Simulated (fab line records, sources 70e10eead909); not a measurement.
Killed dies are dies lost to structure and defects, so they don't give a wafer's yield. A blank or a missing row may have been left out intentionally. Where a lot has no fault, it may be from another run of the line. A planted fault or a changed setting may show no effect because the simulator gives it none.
fab line records + flow nand_harc
record
- lots=7
- wafers=21
- last_day=23
route steps=1159 shown A_WL_FILL@820 END@1159
lots untouched by any fault: they come from a run of this same line in which no faults occurred
start_h: the number of hours between the record's first day and the start of the first shown wafer of the lot + wait_h: how many hours have passed since the lot's step before this one + " identical to the entry in the row above + L1.1+2: a single row standing in for several wafers + - no value, or no start given + * or withheld: withheld + < > ~ a bound
route shown NAME@n: a module of which the file shows steps, and the number in the route of the first + usual: mean/standard deviation taken from wafers without a fault + same: alike in all rows + chamber/n: place in a boat + sites: readings site by site + _std_site: the values' standard deviation + _edge_site: inner sites' mean taken away from outer sites' mean + radius_mm: how far each site lies from the wafer's centre + mask NAME#n: copy n + behind: the tool/chamber that last shaped the wafer + hold: why the lot was held/for how many hours/how that ended + device: the transistor (n, p or np) that didn't switch + end of line: at the end of the route, the tests of the same wafers + a step without rows: its recipe alone + killed: the dies lost at the first sort to structure and to defects; this is not the yield of the wafer + map: a wafer's dies, x killed, . not, _ none there
set.NAME: the run value of the setting; set.NAME@STEP: its run value at that earlier step + model.NAME: the simulator's own value behind a step, which no gauge read
certain route steps with their lots: each step a table, each wafer a row
services: when a tool's chamber went out of use (start_h, in hours from the record's first day, below 0 if earlier), for how many hours, and the reason
## steps
# step NHARC_A_WL_FILL_ANNEAL_08
# recipe
- temp_c=450
- time_s=1800
# step NHARC_A_WL_FILL_ALD_10
# recipe
- target_thk_a=500
- pulse_time_s=10
- ald_cycles=500
- temp_c=300
- material=SiO2
# usual
- heater_power_outer_w=269/39
- heater_power_w=474/62
- precursor_pulse_height_rel=1.000/0.02
# same
- ald_cycles=500
| lot.wafer | tool      | chamber | start_h | wait_h | heater_power_outer_w | heater_power_w | precursor_pulse_height_rel |
|-----------|-----------|---------|---------|--------|----------------------|----------------|----------------------------|
| L563.2    | ald_hk-01 | 1       | 400.62  | 2.7    | 255                  | 412            | 1.010                      |
| L563.3    | "         | 2       | "       | "      | 242                  | 453            | 0.999                      |
| L563.6    | "         | 0       | 402.20  | 4.3    | 236                  | 453            | 0.988                      |
| L566.3    | ald_hk-03 | 0       | 406.32  | 0.0    | 190                  | 365            | 1.026                      |
| L566.4    | "         | 2       | 407.34  | 1.1    | 260                  | 420            | 0.984                      |
| L566.5    | "         | 1       | 408.86  | 2.6    | 316                  | 539            | 0.982                      |
| L567.4    | ald_hk-01 | 2       | 407.36  | 1.1    | 241                  | 447            | 0.996                      |
| L567.5    | "         | 0       | 408.39  | 2.1    | 237                  | 463            | 1.011                      |
| L567.6    | "         | 1       | "       | "      | 259                  | 431            | 0.986                      |
| L565.1    | ald_hk-03 | 2       | 412.27  | 0.4    | 263                  | 426            | 1.029                      |
| L565.4    | "         | 3       | "       | "      | 281                  | 516            | 0.980                      |
| L565.6    | "         | 2       | 414.30  | 2.4    | 263                  | 428            | 1.000                      |
| L569.2    | ald_hk-03 | 2       | 415.32  | 3.4    | 269                  | 426            | 1.000                      |
| L569.3    | "         | 1       | 416.86  | 4.9    | 303                  | 530            | 1.040                      |
| L569.5    | "         | 3       | 417.90  | 6.0    | 275                  | 495            | 1.054                      |
| L570.2    | ald_hk-01 | 3       | 424.89  | 0.1    | 255                  | 458            | 1.005                      |
| L570.4    | "         | 2       | 426.43  | 1.6    | 242                  | 454            | 0.997                      |
| L570.6    | "         | 0       | 427.45  | 2.6    | 238                  | 472            | 1.003                      |
| L576.4    | ald_hk-03 | 2       | 449.87  | 0.6    | 254                  | 423            | 0.998                      |
| L576.1    | "         | 0       | 450.90  | 1.6    | 196                  | 369            | 1.002                      |
| L576.6    | "         | 2       | 451.94  | 2.6    | 261                  | 417            | 0.976                      |
# step NHARC_A_WL_FILL_ETCHBACK_16
# recipe
- target_depth_a=880
- time_s=17.6
- c4f8_flow_sccm=withheld
- o2_flow_sccm=8
- ar_flow_sccm=withheld
- rf_w=600
- bias_w=800
- chemistry=C4F8/O2/Ar
# usual
- oes_product_au=0.98/0.033
- rf_vpp_V=724/4.4
| lot.wafer | tool        | chamber | start_h | wait_h | oes_product_au | rf_hours_counter_h | rf_vpp_V |
|-----------|-------------|---------|---------|--------|----------------|--------------------|----------|
| L563.3    | rie_diel-09 | 2       | -       | -      | 1.00           | 8.3                | 722      |
| L563.2    | "           | 3       | "       | "      | 1.00           | 8.3                | 729      |
| L563.6    | "           | 3       | "       | "      | 1.01           | -                  | 729      |
| L566.4    | rie_diel-10 | 3       | -       | -      | 1.00           | 1.4                | 730      |
| L566.3    | "           | 2       | "       | "      | 1.03           | 1.3                | 719      |
| L566.5    | "           | 3       | "       | "      | 1.00           | -                  | 732      |
| L567.4    | rie_diel-02 | 2       | -       | -      | 0.98           | 3.2                | 722      |
| L567.6    | "           | 1       | "       | "      | 0.97           | -                  | 719      |
| L567.5    | "           | 2       | "       | "      | 0.99           | -                  | 721      |
| L565.1    | rie_diel-09 | 3       | -       | -      | 1.01           | 9.5                | 730      |
| L565.6    | "           | 2       | "       | "      | 0.98           | -                  | 722      |
| L565.4    | "           | 0       | "       | "      | 0.99           | -                  | 717      |
| L569.3    | rie_diel-02 | 1       | -       | -      | 1.01           | 3.8                | 719      |
| L569.2    | "           | 3       | "       | "      | 0.98           | 3.5                | 728      |
| L569.5    | "           | 1       | "       | "      | 1.00           | -                  | 721      |
| L570.2    | rie_diel-02 | 2       | -       | -      | 1.02           | 4.1                | 723      |
| L570.4    | "           | 3       | "       | "      | 0.98           | 3.8                | 727      |
| L570.6    | "           | 1       | "       | "      | 1.00           | -                  | 719      |
| L576.4    | rie_diel-02 | 2       | -       | -      | 1.03           | 4.7                | 721      |
| L576.1    | "           | 1       | "       | "      | 1.01           | 4.7                | 720      |
| L576.6    | "           | 3       | "       | "      | 0.97           | -                  | 727      |
# step NHARC_A_WL_FILL_STRIP_29
# recipe
- time_s=20
- o2_flow_sccm=500
- ar_flow_sccm=0
- bias_w=0
- chemistry=O2
# usual
- drypump_motor_current_A=5.6/0.51
- oes_product_au=1.001/0.016
- rf_vpp_V=57.7/0.9
- showerhead_plenum_p_Torr=3.55/0.15
- throttle_valve_pct=17.037/0.0093
| lot.wafer | tool        | chamber | start_h | wait_h | drypump_motor_current_A | oes_product_au | rf_hours_counter_h | rf_vpp_V | showerhead_plenum_p_Torr | throttle_valve_pct |
|-----------|-------------|---------|---------|--------|-------------------------|----------------|--------------------|----------|--------------------------|--------------------|
| L563.2    | rie_diel-09 | 3       | 404.91  | 0.1    | 5.7                     | 1.004          | 8.3                | 58.8     | 3.71                     | 17.055             |
| L563.3    | "           | 2       | "       | "      | 6.5                     | 0.985          | 8.3                | 57.8     | 3.48                     | 17.024             |
| L563.6    | "           | 2       | "       | "      | 6.5                     | 1.001          | -                  | 57.3     | 3.48                     | 17.036             |
| L567.4    | rie_diel-02 | 0       | 411.10  | 0.1    | 5.5                     | 0.975          | 2.8                | 59.0     | 3.76                     | 17.024             |
| L567.5    | "           | 1       | "       | "      | 5.2                     | 1.009          | -                  | 57.7     | 3.38                     | 17.038             |
| L567.6    | "           | 2       | "       | "      | 5.3                     | 1.016          | -                  | 56.5     | 3.47                     | 17.045             |
| L566.4    | rie_diel-10 | 2       | 411.50  | 0.6    | 5.0                     | 1.043          | 1.3                | 56.9     | 3.40                     | 17.048             |
| L566.3    | "           | 3       | "       | "      | 5.4                     | 1.001          | 1.4                | 58.3     | 3.78                     | 17.047             |
| L566.5    | "           | 1       | "       | "      | 5.8                     | 1.003          | -                  | 57.8     | 3.61                     | 17.032             |
| L565.1    | rie_diel-09 | 0       | 416.98  | 0.1    | 5.6                     | 1.007          | 6.8                | 59.0     | 3.33                     | 17.035             |
| L565.4    | "           | 3       | "       | "      | 5.7                     | 0.997          | -                  | 56.5     | 3.71                     | 17.035             |
| L565.6    | "           | 2       | "       | "      | 6.5                     | 0.996          | -                  | 57.8     | 3.48                     | 17.030             |
| L569.3    | rie_diel-02 | 3       | 420.06  | 0.1    | 6.7                     | 0.974          | 3.5                | 59.4     | 3.66                     | 17.043             |
| L569.2    | "           | 0       | "       | "      | 5.5                     | 0.974          | 3.4                | 58.8     | 3.76                     | 17.046             |
| L569.5    | "           | 0       | "       | "      | 5.5                     | 0.978          | -                  | 57.2     | 3.76                     | 17.046             |
| L570.4    | rie_diel-02 | 3       | 429.63  | 0.1    | 6.8                     | 0.976          | 3.8                | 57.6     | 3.66                     | 17.052             |
| L570.2    | "           | 1       | "       | "      | 5.1                     | 1.002          | 4.2                | 57.3     | 3.38                     | 17.029             |
| L570.6    | "           | 0       | "       | "      | 5.5                     | 0.980          | -                  | 58.1     | 3.76                     | 17.032             |
| L576.1    | rie_diel-02 | 1       | 454.10  | 0.1    | 5.2                     | 0.997          | 4.7                | 57.3     | 3.38                     | 17.043             |
| L576.4    | "           | 2       | "       | "      | 5.3                     | 1.012          | 4.7                | 57.5     | 3.47                     | 17.035             |
| L576.6    | "           | 1       | "       | "      | 5.2                     | 1.008          | -                  | 57.8     | 3.38                     | 17.043             |
# step NHARC_A_WL_FILL_ETCHBACK_17
# recipe
- target_depth_a=40
- time_s=26.7
- chemistry=Cl2/BCl3
# step NHARC_A_WL_FILL_PRECLEAN_18
# recipe
- time_s=30
- chemistry=dHF
# step NHARC_A_WL_FILL_SRD_21
# step NHARC_A_WL_FILL_CVD_23
# recipe
- target_thk_a=400
- temp_c=620
- pressure_mtorr=200
- time_s=800
- material=poly-Si
# step NHARC_A_WL_FILL_ETCHBACK_26
# recipe
- target_depth_a=520
- time_s=13.3
- hbr_flow_sccm=150
- rf_w=350
- icp_w=350
- bias_w=60
- chemistry=HBr
# usual
- drypump_motor_current_A=5.6/0.49
- oes_product_au=1.002/0.016
- throttle_valve_pct=23.266/0.0085
| lot.wafer | tool      | chamber | start_h | wait_h | drypump_motor_current_A | oes_product_au | rf_hours_counter_h | throttle_valve_pct |
|-----------|-----------|---------|---------|--------|-------------------------|----------------|--------------------|--------------------|
| L563.3    | rie_si-03 | 2       | 408.16  | 0.4    | 5.8                     | 1.021          | 0.5                | 23.263             |
| L563.2    | "         | 3       | "       | "      | 5.8                     | 1.010          | 0.4                | 23.269             |
| L563.6    | "         | 1       | "       | "      | 5.8                     | 1.007          | -                  | 23.273             |
| L567.4    | rie_si-03 | 0       | 416.25  | 0.4    | 5.3                     | 1.043          | 0.5                | 23.281             |
| L567.6    | "         | 0       | "       | "      | 5.3                     | 1.038          | -                  | 23.259             |
| L567.5    | "         | 1       | "       | "      | 5.8                     | 1.011          | -                  | 23.265             |
| L566.4    | rie_si-01 | 0       | 416.26  | 0.4    | 5.0                     | 0.993          | 0.7                | 23.275             |
| L566.3    | "         | 2       | "       | "      | 6.7                     | 1.000          | 0.6                | 23.263             |
| L566.5    | "         | 3       | "       | "      | 5.2                     | 0.998          | -                  | 23.252             |
| L565.4    | rie_si-03 | 2       | 422.26  | 0.4    | 5.8                     | 1.009          | 0.7                | 23.265             |
| L565.1    | "         | 3       | "       | "      | 5.9                     | 1.008          | 0.6                | 23.285             |
| L565.6    | "         | 3       | "       | "      | 5.8                     | 1.018          | -                  | 23.263             |
| L569.3    | rie_si-05 | 2       | 426.52  | 0.4    | 5.8                     | 1.000          | 0                  | 23.262             |
| L569.2    | "         | 3       | "       | "      | 6.1                     | 1.000          | 0                  | 23.273             |
| L569.5    | "         | 1       | "       | "      | 5.1                     | 0.987          | -                  | 23.254             |
| L570.2    | rie_si-05 | 0       | 434.75  | 0.4    | 5.4                     | 1.010          | 0.1                | 23.251             |
| L570.4    | "         | 2       | "       | "      | 5.8                     | 0.999          | 0.1                | 23.267             |
| L570.6    | "         | 1       | "       | "      | 5.0                     | 1.004          | -                  | 23.272             |
| L576.4    | rie_si-03 | 1       | 459.56  | 0.4    | 5.8                     | 1.023          | 1.0                | 23.265             |
| L576.1    | "         | 3       | "       | "      | 5.9                     | 1.007          | 0.9                | 23.261             |
| L576.6    | "         | 2       | "       | "      | 5.8                     | 1.006          | -                  | 23.276             |
# step NHARC_A_WL_FILL_PRECLEAN_30
# recipe
- time_s=10
- chemistry=dHF
# step NHARC_A_WL_FILL_SRD_14
# step NHARC_A_WL_FILL_ALD_19
# recipe
- target_thk_a=20
- pulse_time_s=3
- ald_cycles=100
- temp_c=450
- material=TiN
# usual
- ald_cycles=100/0
- heater_power_outer_w=678/35
- heater_power_w=1047/69
- precursor_pulse_height_rel=0.999/0.021
| lot.wafer | tool         | chamber | start_h | wait_h | ald_cycles | heater_power_outer_w | heater_power_w | precursor_pulse_height_rel |
|-----------|--------------|---------|---------|--------|------------|----------------------|----------------|----------------------------|
| L563.2    | ald_metal-01 | 2       | 408.40  | 0.1    | 100        | 621                  | 967            | 0.981                      |
| L563.3    | "            | 1       | "       | "      | 100        | 649                  | 1085           | 1.005                      |
| L563.6    | "            | 3       | "       | "      | 100        | 685                  | 1015           | 1.012                      |
| L567.4    | ald_metal-01 | 3       | 416.53  | 0.1    | -          | -                    | -              | -                          |
| L567.5    | "            | 3       | "       | "      | -          | -                    | -              | -                          |
| L567.6    | "            | 0       | "       | "      | -          | -                    | -              | -                          |
| L566.4    | ald_metal-04 | 2       | 416.56  | 0.1    | -          | -                    | -              | -                          |
| L566.3    | "            | 3       | "       | "      | -          | -                    | -              | -                          |
| L566.5    | "            | 0       | "       | "      | -          | -                    | -              | -                          |
| L565.4    | ald_metal-04 | 0       | 422.58  | 0.1    | -          | -                    | -              | -                          |
| L565.1    | "            | 2       | "       | "      | -          | -                    | -              | -                          |
| L565.6    | "            | 0       | "       | "      | -          | -                    | -              | -                          |
| L569.3    | ald_metal-01 | 2       | 426.79  | 0.1    | 100        | 629                  | 964            | 1.023                      |
| L569.2    | "            | 3       | "       | "      | 100        | 701                  | 1028           | 1.025                      |
| L569.5    | "            | 3       | "       | "      | 100        | 695                  | 1024           | 1.016                      |
| L570.4    | ald_metal-02 | 2       | 435.02  | 0.1    | 100        | 652                  | 1008           | 1.005                      |
| L570.2    | "            | 1       | "       | "      | 100        | 675                  | 1015           | 0.990                      |
| L570.6    | "            | 2       | "       | "      | 100        | 658                  | 1006           | 1.028                      |
| L576.1    | ald_metal-02 | 3       | 459.85  | 0.1    | 100        | 695                  | 1091           | 1.013                      |
| L576.4    | "            | 0       | "       | "      | 100        | 626                  | 965            | 1.010                      |
| L576.6    | "            | 2       | "       | "      | 100        | 653                  | 1015           | 1.037                      |
# step NHARC_A_WL_FILL_CVD_20
# recipe
- target_thk_a=750
- temp_c=300
- pressure_torr=40
- wf6_flow_sccm=40
- h2_flow_sccm=1600
- ar_flow_sccm=1560
- time_s=5064
- material=W
# usual
- heater_power_w=516/23
- mfc_h2_sccm=1599/4.8
- throttle_valve_pct=7.91/0.19
| lot.wafer | tool     | chamber | start_h | wait_h | heater_power_w | mfc_h2_sccm | throttle_valve_pct |
|-----------|----------|---------|---------|--------|----------------|-------------|--------------------|
| L563.2    | cvd_w-02 | 0       | -       | -      | 530            | 1604        | 7.93               |
| L563.3    | "        | 1       | "       | "      | 541            | 1598        | 7.93               |
| L563.6    | "        | 1       | "       | "      | 523            | 1588        | 7.63               |
| L566.3    | cvd_w-02 | 0       | -       | -      | 524            | 1600        | 7.97               |
| L566.4    | "        | 1       | "       | "      | 523            | 1596        | 8.18               |
| L566.5    | "        | 1       | "       | "      | 525            | 1595        | 7.73               |
| L567.4    | cvd_w-01 | 1       | -       | -      | 521            | 1605        | 7.76               |
| L567.5    | "        | 0       | "       | "      | 486            | 1594        | 7.84               |
| L567.6    | "        | 1       | "       | "      | 524            | 1599        | 7.88               |
| L565.1    | cvd_w-01 | 1       | -       | -      | 537            | 1598        | 8.08               |
| L565.4    | "        | 0       | "       | "      | 477            | 1595        | 7.93               |
| L565.6    | "        | 1       | "       | "      | 538            | 1602        | 7.99               |
| L569.2    | cvd_w-01 | 0       | -       | -      | 490            | 1599        | 8.00               |
| L569.3    | "        | 0       | "       | "      | 494            | 1587        | 7.78               |
| L569.5    | "        | 0       | "       | "      | 483            | 1591        | 7.89               |
| L570.2    | cvd_w-02 | 0       | -       | -      | 506            | 1596        | 7.71               |
| L570.4    | "        | 1       | "       | "      | 513            | 1593        | 7.80               |
| L570.6    | "        | 1       | "       | "      | 527            | 1595        | 7.72               |
| L576.1    | cvd_w-01 | 0       | -       | -      | 479            | 1599        | 7.91               |
| L576.4    | "        | 0       | "       | "      | 499            | 1598        | 8.04               |
| L576.6    | "        | 1       | "       | "      | 541            | 1598        | 7.93               |
# step NHARC_END_SORT_01
# recipe
- temp_c=25
# usual
- killed_at_array=27/11
- killed_at_other=0.7/1.1
- killed_at_periphery=3.6/2.4
- killed_dies=32/11
- killed_open=3.3/1.8
- killed_short=2.1/1.5
# same
- gross_dies=677
| lot.wafer | tool      | chamber | start_h | wait_h | killed_at_array | killed_at_other | killed_at_periphery | killed_dies | killed_open | killed_short |
|-----------|-----------|---------|---------|--------|-----------------|-----------------|---------------------|-------------|-------------|--------------|
| L563.2    | prober-02 | 0       | 495.14  | 2.8    | 26              | 2               | 5                   | 33          | 3           | 0            |
| L563.3    | prober-02 | 0       | 495.94  | 3.1    | 39              | 0               | 2                   | 41          | 0           | 1            |
| L563.6    | prober-02 | 0       | 498.35  | 4.0    | 35              | 1               | 4                   | 40          | 3           | 4            |
| L566.3    | prober-02 | 0       | 503.71  | 3.1    | 672             | 0               | 5                   | 677         | 2           | 3            |
| L566.4    | prober-02 | 0       | 504.51  | 3.4    | 667             | 0               | 10                  | 677         | 5           | 2            |
| L566.5    | prober-02 | 0       | 505.31  | 3.7    | 671             | 0               | 6                   | 677         | 4           | 3            |
| L567.4    | prober-01 | 0       | 504.58  | 3.4    | 672             | 0               | 5                   | 677         | 3           | 4            |
| L567.5    | prober-01 | 0       | 505.38  | 3.7    | 677             | 0               | 0                   | 677         | 4           | 2            |
| L567.6    | prober-01 | 0       | 506.18  | 4.0    | 674             | 0               | 3                   | 677         | 6           | 3            |
| L565.1    | prober-02 | 0       | 517.82  | 2.6    | 669             | 0               | 8                   | 677         | 2           | 2            |
| L565.4    | prober-02 | 0       | 520.17  | 3.4    | 674             | 1               | 2                   | 677         | 3           | 1            |
| L565.6    | prober-02 | 0       | 521.74  | 3.9    | 670             | 3               | 4                   | 677         | 6           | 2            |
| L570.6    | prober-01 | 0       | 529.48  | 3.9    | 12              | 0               | 1                   | 13          | 2           | 2            |
# killed by level:class
L563.2 A_CHANNEL_HOLE_D1:chamber_film_flake=13 A_SLIT:chamber_film_flake=6 A_STAIRCASE:chamber_film_flake=4 P_GATE:chamber_film_flake=2 A_CONTACT:chamber_film_flake=2 THIN_TSV:chamber_film_flake=2 P_GATE:geometric_particle:open=1 P_CONTACT:geometric_particle:open=1
L563.3 A_CHANNEL_HOLE_D1:chamber_film_flake=17 A_SLIT:chamber_film_flake=11 A_CONTACT:chamber_film_flake=4 A_ZERO_WELL:chamber_film_flake=3 A_STAIRCASE:chamber_film_flake=3 A_CHANNEL_FILL_D1:geometric_particle:short=1 P_ZERO_WELL:chamber_film_flake=1 P_GATE:chamber_film_flake=1
L563.6 A_CHANNEL_HOLE_D1:chamber_film_flake=16 A_SLIT:chamber_film_flake=10 A_CONTACT:chamber_film_flake=3 A_WL_FILL:geometric_particle:short=2 P_ZERO_WELL:chamber_film_flake=2 P_CONTACT:geometric_particle:open=1 P_M0:geometric_particle:short=1 A_ONON_D1:geometric_particle:open=1
L566.3 A_WL_FILL:area_ald=651 A_SLIT:chamber_film_flake=11 P_ZERO_WELL:chamber_film_flake=4 A_CONTACT:chamber_film_flake=3 A_ONON_D1:geometric_particle:short=2 P_M1:geometric_particle:open=1 A_SGD_CUT:geometric_particle:short=1 A_BLC:geometric_particle:open=1
L566.4 A_WL_FILL:area_ald=636 A_SLIT:chamber_film_flake=17 P_ZERO_WELL:chamber_film_flake=4 A_STAIRCASE:chamber_film_flake=3 A_WL_FILL:chamber_film_flake=3 A_CONTACT:chamber_film_flake=3 P_GATE:chamber_film_flake=2 P_GATE:geometric_particle:short=1
L567.4 A_WL_FILL:area_ald=641 A_CHANNEL_HOLE_D1:chamber_film_flake=12 A_SLIT:chamber_film_flake=9 A_STAIRCASE:chamber_film_flake=3 A_CONTACT:geometric_particle:short=2 P_STI:chamber_film_flake=2 P_GATE:geometric_particle:open=1 P_CONTACT:geometric_particle:open=1
L566.5 A_WL_FILL:area_ald=636 A_SLIT:chamber_film_flake=15 A_CONTACT:chamber_film_flake=6 A_CHANNEL_HOLE_D1:chamber_film_flake=4 A_M0:geometric_particle:open=3 P_GATE:chamber_film_flake=3 P_ZERO_WELL:chamber_film_flake=2 A_STAIRCASE:chamber_film_flake=2
L567.5 A_WL_FILL:area_ald=636 A_CHANNEL_HOLE_D1:chamber_film_flake=18 A_SLIT:chamber_film_flake=12 A_STAIRCASE:chamber_film_flake=5 A_CONTACT:geometric_particle:open=2 A_SOURCE_PLATE:geometric_particle:open=1 A_ONON_D1:geometric_particle:open=1 A_WL_FILL:geometric_particle:short=1
L567.6 A_WL_FILL:area_ald=642 A_CHANNEL_HOLE_D1:chamber_film_flake=14 A_SLIT:chamber_film_flake=7 A_ONON_D1:geometric_particle:open=3 A_STAIRCASE:chamber_film_flake=2 P_CONTACT:geometric_particle:short=1 P_M0:geometric_particle:open=1 P_M1:geometric_particle:open=1
L565.1 A_WL_FILL:area_ald=636 A_SLIT:chamber_film_flake=21 A_CHANNEL_HOLE_D1:chamber_film_flake=9 P_STI:chamber_film_flake=4 P_M0:geometric_particle:open=1 P_M1:geometric_particle:short=1 P_M2:geometric_particle:short=1 A_ONON_D1:geometric_particle:open=1
L565.4 A_WL_FILL:area_ald=640 A_CHANNEL_HOLE_D1:chamber_film_flake=17 A_SLIT:chamber_film_flake=9 A_CONTACT:chamber_film_flake=3 P_CONTACT:geometric_particle:open=1 A_CHANNEL_FILL_D1:geometric_particle:short=1 A_SGD_CUT:geometric_particle:open=1 A_M0:geometric_particle:open=1
L565.6 A_WL_FILL:area_ald=642 A_CHANNEL_HOLE_D1:chamber_film_flake=10 A_CONTACT:chamber_film_flake=6 A_SLIT:chamber_film_flake=5 STARTING-WAFER:geometric_particle:open=2 A_STAIRCASE:chamber_film_flake=2 P_ZERO_WELL:geometric_particle:open=1 A_ONON_D1:geometric_particle:short=1
L570.6 A_CONTACT:chamber_film_flake=3 A_CHANNEL_HOLE_D1:chamber_film_flake=3 A_CONTACT:geometric_particle:open=2 A_STAIRCASE:chamber_film_flake=2 P_M0:geometric_particle:short=1 A_M0:geometric_particle:short=1 A_WL_FILL:chamber_film_flake=1
# map L565.1 (x killed, . not)
____________x____________
_________xxxxxxx_________
_______xxxxxxxxxxx_______
______xxxxxxxxxxxxx______
_____xxxxxxxxxxxxxxx_____
____xxxxxxxxxxxxxxxxx____
____xxxxxxxxxxxxxxxxx____
___xxxxxxxxxxxxxxxxxxx___
___xxxxxxxxxxxxxxxxxxx___
__xxxxxxxxxxxxxxxxxxxxx__
__xxxxxxxxxxxxxxxxxxxxx__
_xxxxxxxxxxxxxxxxxxxxxxx_
_xxxxxxxxxxxxxxxxxxxxxxx_
_xxxxxxxxxxxxxxxxxxxxxxx_
_xxxxxxxxxxxxxxxxxxxxxxx_
_xxxxxxxxxxxxxxxxxxxxxxx_
xxxxxxxxxxxxxxxxxxxxxxxxx
xxxxxxxxxxxxxxxxxxxxxxxxx
xxxxxxxxxxxxxxxxxxxxxxxxx
xxxxxxxxxxxxxxxxxxxxxxxxx
xxxxxxxxxxxxxxxxxxxxxxxxx
_xxxxxxxxxxxxxxxxxxxxxxx_
_xxxxxxxxxxxxxxxxxxxxxxx_
_xxxxxxxxxxxxxxxxxxxxxxx_
_xxxxxxxxxxxxxxxxxxxxxxx_
_xxxxxxxxxxxxxxxxxxxxxxx_
__xxxxxxxxxxxxxxxxxxxxx__
__xxxxxxxxxxxxxxxxxxxxx__
___xxxxxxxxxxxxxxxxxxx___
___xxxxxxxxxxxxxxxxxxx___
____xxxxxxxxxxxxxxxxx____
____xxxxxxxxxxxxxxxxx____
_____xxxxxxxxxxxxxxx_____
______xxxxxxxxxxxxx______
_______xxxxxxxxxxx_______
_________xxxxxxx_________
____________x____________
# map L566.3 (x killed, . not)
____________x____________
_________xxxxxxx_________
_______xxxxxxxxxxx_______
______xxxxxxxxxxxxx______
_____xxxxxxxxxxxxxxx_____
____xxxxxxxxxxxxxxxxx____
____xxxxxxxxxxxxxxxxx____
___xxxxxxxxxxxxxxxxxxx___
___xxxxxxxxxxxxxxxxxxx___
__xxxxxxxxxxxxxxxxxxxxx__
__xxxxxxxxxxxxxxxxxxxxx__
_xxxxxxxxxxxxxxxxxxxxxxx_
_xxxxxxxxxxxxxxxxxxxxxxx_
_xxxxxxxxxxxxxxxxxxxxxxx_
_xxxxxxxxxxxxxxxxxxxxxxx_
_xxxxxxxxxxxxxxxxxxxxxxx_
xxxxxxxxxxxxxxxxxxxxxxxxx
xxxxxxxxxxxxxxxxxxxxxxxxx
xxxxxxxxxxxxxxxxxxxxxxxxx
xxxxxxxxxxxxxxxxxxxxxxxxx
xxxxxxxxxxxxxxxxxxxxxxxxx
_xxxxxxxxxxxxxxxxxxxxxxx_
_xxxxxxxxxxxxxxxxxxxxxxx_
_xxxxxxxxxxxxxxxxxxxxxxx_
_xxxxxxxxxxxxxxxxxxxxxxx_
_xxxxxxxxxxxxxxxxxxxxxxx_
__xxxxxxxxxxxxxxxxxxxxx__
__xxxxxxxxxxxxxxxxxxxxx__
___xxxxxxxxxxxxxxxxxxx___
___xxxxxxxxxxxxxxxxxxx___
____xxxxxxxxxxxxxxxxx____
____xxxxxxxxxxxxxxxxx____
_____xxxxxxxxxxxxxxx_____
______xxxxxxxxxxxxx______
_______xxxxxxxxxxx_______
_________xxxxxxx_________
____________x____________
## services
| tool         | chamber | start_h | hours | kind   |
|--------------|---------|---------|-------|--------|
| rie_si-01    | 1       | 377.95  | 2.1   | repair |
| rie_diel-02  | 0       | 385.73  | -     | clean  |
| rie_diel-02  | 1       | 385.73  | -     | clean  |
| rie_diel-02  | 2       | 385.73  | -     | clean  |
| rie_diel-02  | 3       | 385.73  | -     | clean  |
| rie_diel-09  | 2       | 387.33  | 7.3   | repair |
| rie_diel-10  | 0       | 389.63  | 13.2  | repair |
| rie_si-03    | 3       | 398.28  | 2.3   | repair |
| rie_diel-09  | 0       | 404.31  | 5.1   | repair |
| ald_metal-04 | -       | 406.02  | 10.0  | pm     |
| rie_diel-09  | 1       | 409.94  | 12.6  | repair |
| rie_si-01    | 0       | 410.03  | 4.3   | repair |
| rie_diel-02  | 0       | 410.23  | -     | clean  |
| rie_si-05    | -       | 416.00  | 9.0   | pm     |
| rie_si-01    | 3       | 426.37  | 6.8   | repair |
| rie_si-03    | 2       | 427.69  | 2.9   | repair |
| rie_diel-09  | -       | 431.41  | 9.0   | pm     |
| rie_diel-10  | -       | 434.32  | 15.4  | repair |
| rie_si-01    | 3       | 434.82  | 1.2   | repair |
| ald_metal-01 | -       | 448.28  | 1.5   | repair |
| ald_metal-01 | -       | 450.35  | 1.2   | repair |
| ald_metal-01 | 3       | 452.91  | 19.3  | repair |
| rie_diel-10  | 0       | 456.87  | 8.5   | repair |
| ald_metal-01 | -       | 458.00  | 10.0  | pm     |
## key
first_sign
- step=NHARC_A_WL_FILL_ALD_19
- reading=tool_record
- direction=missing
effect
- step=NHARC_END_SORT_01
- reading=killed_at_array
- direction=up
- sigmas=60
- usual=27
- struck=672
more_kills_born_at
- NHARC_A_WL_FILL_ALD_19@ald_metal-04=3841
- NHARC_A_WL_FILL_ALD_19@ald_metal-01=1919
met_at NHARC_A_WL_FILL_ALD_19
struck_wafers L565.1,L565.4,L565.6,L566.3,L566.4,L566.5,L567.4,L567.5,L567.6
later_rows_left_out L565.1,L565.4,L565.6,L566.3,L566.4,L566.5,L567.4,L567.5,L567.6
tester_left_out L565,L566,L567
onset_between 408.40 416.53
fault
- kind=skipped_step_whole
- tool=ald_metal-01,ald_metal-04
- chamber=-
- onset_h=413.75
- steps=NHARC_A_WL_FILL_ALD_19
- scope=struck_lots_only
# tester_left_out: of these lots the tester's yield and bins aren't shown, on N5 and GAA mostly nor the transistor test; their killed dies are dies lost to structure and defects alone, not to doping, threshold or leakage, so they don't give the yield
# later_rows_left_out: the simulator's readings of these wafers behind a module that went badly wrong aren't trusted and aren't shown, but for the sort
